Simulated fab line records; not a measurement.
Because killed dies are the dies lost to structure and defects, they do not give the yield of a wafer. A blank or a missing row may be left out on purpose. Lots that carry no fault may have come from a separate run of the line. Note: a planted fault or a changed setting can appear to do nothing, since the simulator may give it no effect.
Which tool was responsible?	flow n5 finfet	9 lots with 27 wafers sampled at 5 steps, on a route of 1938 steps

== WHAT EACH GAUGE READ, for each wafer ==
N5_BEOL_M4_RC_MEAS_101.
lot	measured	on	DIBL_N (mV/V)
L638	day 7 23:47	prober-02	34.1 34.6 33.9
L639	day 8 03:09	prober-01	37.2 38.6 37.5
L640	day 8 08:09	prober-02	39.1 37.0 38.7
L642	day 8 09:25	prober-01	37.4 35.8 36.6
L641	day 8 18:55	prober-02	37.5 35.3 36.6
L649	day 11 22:44	prober-01	38.0 37.0 37.2
L655	day 12 21:00	prober-02	35.7 35.2 36.8
L656	day 12 23:16	prober-01	35.4 38.2 38.8
L661	day 14 10:36	prober-02	36.9 37.7 37.4

== TOOL THAT RAN EACH LOT (tool first, then ch and the chambers of the sampled wafers, then the start) ==
lot	N5_BEOL_M4_ALD_98	N5_BEOL_M4_VIA_ETCH_34	N5_BEOL_M4_CVD_47	N5_BEOL_M4_ANNEAL_82
L638	ald sin-03 ch 0,1,2, day 7 15:26	rie diel-06 ch 0,2,3, day 7 19:08	cvd co-01 ch 1,2, day 7 20:21	pvd sputter-03, day 7 21:06
L639	ald sin-01 ch 1,2, day 7 22:19	rie diel-06 ch 0,2,3, day 7 22:36	cvd co-02 ch 0,2, day 7 23:53	pvd sputter-03, day 8 00:40
L640	ald sin-03 ch 0,2, day 8 03:43	rie diel-01 ch 0,3, day 8 04:04	cvd co-01 ch 0,1, day 8 05:02	pvd sputter-02, day 8 05:47
L642	ald sin-02 ch 0,2,3, day 8 04:25	rie diel-06 ch 2,3, day 8 04:44	cvd co-01 ch 1,2, day 8 06:11	pvd sputter-03, day 8 07:00
L641	ald sin-01 ch 0,1,3, day 8 06:51	rie diel-02 ch 1,3, day 8 13:03	cvd co-01 ch 1,2, day 8 14:16	pvd sputter-02, day 8 16:34
L649	ald sin-02 ch 0,2, day 11 12:32	rie diel-01 ch 0,1,3, day 11 17:38	cvd co-01 ch 0,2, day 11 18:59	pvd sputter-01, day 11 20:09
L655	ald sin-01 ch 0,1,2, day 12 10:54	rie diel-06 ch 0,2,3, day 12 15:21	cvd co-02 ch 0,1,2, day 12 16:50	pvd sputter-02, day 12 18:38
L656	ald sin-01 ch 2,3, day 12 11:13	rie diel-01 ch 0,2,3, day 12 18:03	cvd co-02 ch 0,1,2, day 12 19:37	pvd sputter-01, day 12 20:16
L661	ald sin-03 ch 0,3, day 13 22:53	rie diel-01 ch 0,1,3, day 14 06:20	cvd co-02 ch 0,1, day 14 07:28	pvd sputter-01, day 14 08:13
- N5_BEOL_M4_ALD_98: deposits SiO2, target thk 2.5 nm, pulse time 1 s, co reactant pulse time 1 s.
- N5_BEOL_M4_VIA_ETCH_34: etches the open film in C4F6/O2, target depth 69.4 nm, time 65.9 s.
- N5_BEOL_M4_CVD_47: deposits Co from CCTBA/H2, target thk 3 nm, time 223.8 s.
- N5_BEOL_M4_ANNEAL_82: time 240 s.

== THE ANSWER, worked out from the rows above alone ==
Rule: usual is defined by the lots themselves. The widest of any qualifying gaps counts: lots, ordered by their means at a reading, are off when they make up no more than a third of the lots, leave a main group of 4 or more, and stand apart from it by 3 or more times the standard deviation of that group's means. A main group is skipped when, at the precision printed for the reading in the tables above, its means are all equal. Also off: a lot with no number at a reading for which 4 or more lots have one. The other lots that the step has rows for count as sound.
Nothing can be told from this: no lot is off at any reading shown.

== WHAT HAD BEEN PUT IN BY THE SIMULATOR ==
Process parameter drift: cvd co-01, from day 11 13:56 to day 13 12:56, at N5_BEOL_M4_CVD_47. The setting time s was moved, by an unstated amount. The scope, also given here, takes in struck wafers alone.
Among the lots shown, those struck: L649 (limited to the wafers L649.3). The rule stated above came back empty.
